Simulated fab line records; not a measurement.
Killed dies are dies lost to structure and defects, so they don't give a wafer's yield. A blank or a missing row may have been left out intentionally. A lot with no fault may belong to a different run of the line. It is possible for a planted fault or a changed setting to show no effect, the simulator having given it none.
Chamber matching    flow nandHarc    rieDiel-08 running NHARC_A_STAIRCASE_ETCH_169: 4 sister chambers
The step etches the open film in CH3F/O2, target depth 50 nm, time 107.1 s. 4 wafers are shown with their chamber, then 7 later ones without.

WAFERS, EACH WITH ITS CHAMBER
wafer   chamber  showerheadPlenumPTorr (Torr)
L448.2  1        2.66
L451.4  2        2.49
L454.1  3        2.46
L454.3  0        2.44

WAFERS WITHOUT THEIR CHAMBER
wafer   showerheadPlenumPTorr (Torr)
L454.4  2.49
L455.1  2.49
L455.3  2.65
L455.4  2.46
L459.1  2.44
L459.2  2.45
L459.6  2.45

CHAMBER TAKEN BY EACH
wafer   from the rows above      in truth
L454.4  2                        2
L455.1  2                        2
L455.3  1                        1
L455.4  3                        3
L459.1  0                        0
L459.2  can't be placed: 3 or 0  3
L459.6  can't be placed: 3 or 0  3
Correctly placed: 5 of 7. Not placeable from these rows: 2 (in 2, the candidates include the true chamber). Number placed wrongly: 0.
How it was worked out, from the rows above alone: a wafer's distance from a chamber is the root of the sum, over the readings, of the square of ((its reading less the chamber's mean) divided by the reading's scatter). If the next closest chamber is less than 2 further off than the closest, the wafer can't be placed; otherwise it belongs to the closest. A chamber's mean is the mean of its shown wafers. The scatter: root of mean squared gap, hidden wafer to nearest shown wafer, with one shown wafer a chamber.
